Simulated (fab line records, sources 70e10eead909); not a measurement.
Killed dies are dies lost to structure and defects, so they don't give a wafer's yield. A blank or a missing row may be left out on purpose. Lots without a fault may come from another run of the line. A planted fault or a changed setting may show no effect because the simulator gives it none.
A struck lot beside a sound one | flow nand_harc | 39 steps out of a route of 1159
Sound: wafers L750.1, L750.3, L750.6. Struck: wafers L754.1, L754.4, L754.5. The cause comes at the end.
At each step with rows: each side's tool, then ch and its chambers, then its first start. Under that, the readings that differ: sound wafers | struck wafers | difference of the means | sigmas: that difference in standard deviations of wafers without a fault.
alike: readings whose means differ by less than 2 such deviations, and words and numbers that are the same on both sides. not compared: withheld readings, readings that some wafer has no value for, bounds like >300 that may hide the same value, and numbers for which the record gives no deviation and whose values overlap.
The two part at a step that has a row with sigmas, a row that says differs or no value, or rows on one side only. Numbers that don't overlap but have no deviation are shown without sigmas and don't part them. A reading that every wafer of one side lacks parts them only if that side has two wafers or more.

NHARC_A_STAIRCASE_ETCH_19: etches the open film in C4F8/O2, target depth 100 nm, time 40.5 s.
  sound on rie_diel-08 ch 0,1,2; struck on rie_diel-08 ch 0,1,2
  alike: oes_product_au, rf_vpp_V
  not compared: rf_hours_counter_h
then, 9 steps without rows for these wafers: NHARC_A_STAIRCASE_TRIM_20 (chemistry O2, time 211.2 s); NHARC_A_STAIRCASE_ETCH_21 (etches the open film in C4F8/O2, target depth 100 nm, time 40.5 s); NHARC_A_STAIRCASE_TRIM_22 (chemistry O2, time 211.2 s); NHARC_A_STAIRCASE_ETCH_23 (etches the open film in C4F8/O2, target depth 100 nm, time 40.5 s); NHARC_A_STAIRCASE_TRIM_24 (chemistry O2, time 211.2 s); NHARC_A_STAIRCASE_ETCH_25 (etches the open film in C4F8/O2, target depth 100 nm, time 40.5 s); NHARC_A_STAIRCASE_TRIM_26 (chemistry O2, time 211.2 s); NHARC_A_STAIRCASE_ETCH_27 (etches the open film in C4F8/O2, target depth 100 nm, time 40.5 s); NHARC_A_STAIRCASE_STRIP_175 (strips in O2).
NHARC_A_STAIRCASE_STRIP_148: strips in SPM, time 900 s.
  sound on wet_bench-09 ch 0,2,5, day 12 03:44; struck on wet_bench-09 ch 4,6,7, day 12 21:02
then, 11 steps without rows for these wafers: NHARC_A_STAIRCASE_PRECLEAN_149 (cleans in SC1); NHARC_A_STAIRCASE_SRD_150; NHARC_A_STAIRCASE_DEHYDRATE_176 (time 120 s); NHARC_A_STAIRCASE_HMDS_177 (time 30 s); NHARC_A_STAIRCASE_COAT_178; NHARC_A_STAIRCASE_SOFTBAKE_179 (time 170 s); NHARC_A_STAIRCASE_EBR_180; NHARC_A_STAIRCASE_EXPOSE_181 (exposes mask STAIR 2); NHARC_A_STAIRCASE_PEB_182 (peb time 130 s); NHARC_A_STAIRCASE_DEVELOP_183 (time 140 s); NHARC_A_STAIRCASE_HARDBAKE_185 (time 140 s).
NHARC_A_STAIRCASE_DESCUM_186: chemistry O2, time 3 s.
  sound on rie_diel-02 ch 2,3, day 12 04:53; struck on rie_diel-01 ch 1,3, day 12 22:11
  reading                     | sound       | struck      | difference | sigmas
  drypump_motor_current_A (A) | 6.5 6.6 6.5 | 5.6 5.0 5.6 | -1.1       | -2
  alike: oes_product_au, rf_vpp_V, showerhead_plenum_p_Torr, throttle_valve_pct
  not compared: rf_hours_counter_h
then, 1 step without rows for these wafers: NHARC_A_STAIRCASE_TRIM_187 (chemistry O2, time 211.2 s).
NHARC_A_STAIRCASE_ETCH_188: etches the open film in C4F8/O2, target depth 100 nm, time 40.5 s.
  sound on rie_diel-02 ch 0,3; struck on rie_diel-01 ch 2,3
  alike: oes_product_au, rf_vpp_V
  not compared: rf_hours_counter_h
NHARC_A_STAIRCASE_TRIM_189: chemistry O2, time 211.2 s.
  sound on rie_diel-02 ch 0,2,3; struck on rie_diel-01 ch 2,3
  reading                | sound                | struck               | difference | sigmas
  throttle_valve_pct (%) | 17.057 17.058 17.047 | 17.041 17.030 17.020 | -0.024     | -3
  alike: drypump_motor_current_A, oes_product_au, rf_vpp_V, showerhead_plenum_p_Torr
  not compared: rf_hours_counter_h
then, 1 step without rows for these wafers: NHARC_A_STAIRCASE_ETCH_190 (etches the open film in C4F8/O2, target depth 100 nm, time 40.5 s).
NHARC_A_STAIRCASE_TRIM_191: chemistry O2, time 211.2 s.
  sound on rie_diel-02 ch 2,3; struck on rie_diel-01 ch 0,1,2
  alike: drypump_motor_current_A, oes_product_au, rf_vpp_V, showerhead_plenum_p_Torr, throttle_valve_pct
  not compared: rf_hours_counter_h
then, 10 steps without rows for these wafers: NHARC_A_STAIRCASE_ETCH_192 (etches the open film in C4F8/O2, target depth 100 nm, time 40.5 s); NHARC_A_STAIRCASE_TRIM_193 (chemistry O2, time 211.2 s); NHARC_A_STAIRCASE_ETCH_194 (etches the open film in C4F8/O2, target depth 100 nm, time 40.5 s); NHARC_A_STAIRCASE_TRIM_196 (chemistry O2, time 211.2 s); NHARC_A_STAIRCASE_ETCH_197 (etches the open film in C4F8/O2, target depth 100 nm, time 40.5 s); NHARC_A_STAIRCASE_TRIM_198 (chemistry O2, time 211.2 s); NHARC_A_STAIRCASE_ETCH_199 (etches the open film in C4F8/O2, target depth 100 nm, time 40.5 s); NHARC_A_STAIRCASE_TRIM_200 (chemistry O2, time 211.2 s); NHARC_A_STAIRCASE_ETCH_201 (etches the open film in C4F8/O2, target depth 100 nm, time 40.5 s); NHARC_A_STAIRCASE_TRIM_202 (chemistry O2, time 211.2 s).
-- the record jumps here: 9 days lie between the struck wafers' starts before and after (it left off in module A_STAIRCASE and takes up again in module END, whose first step shown is number 1159 of the route) --
NHARC_END_SORT_01:
  the record has rows for the struck wafers here (prober-01 ch 0, day 21 10:23) and none for the sound ones

WHERE THEY PART
First at NHARC_A_STAIRCASE_DESCUM_186; last, within this record, at NHARC_END_SORT_01.

WHY: what the simulator had put in
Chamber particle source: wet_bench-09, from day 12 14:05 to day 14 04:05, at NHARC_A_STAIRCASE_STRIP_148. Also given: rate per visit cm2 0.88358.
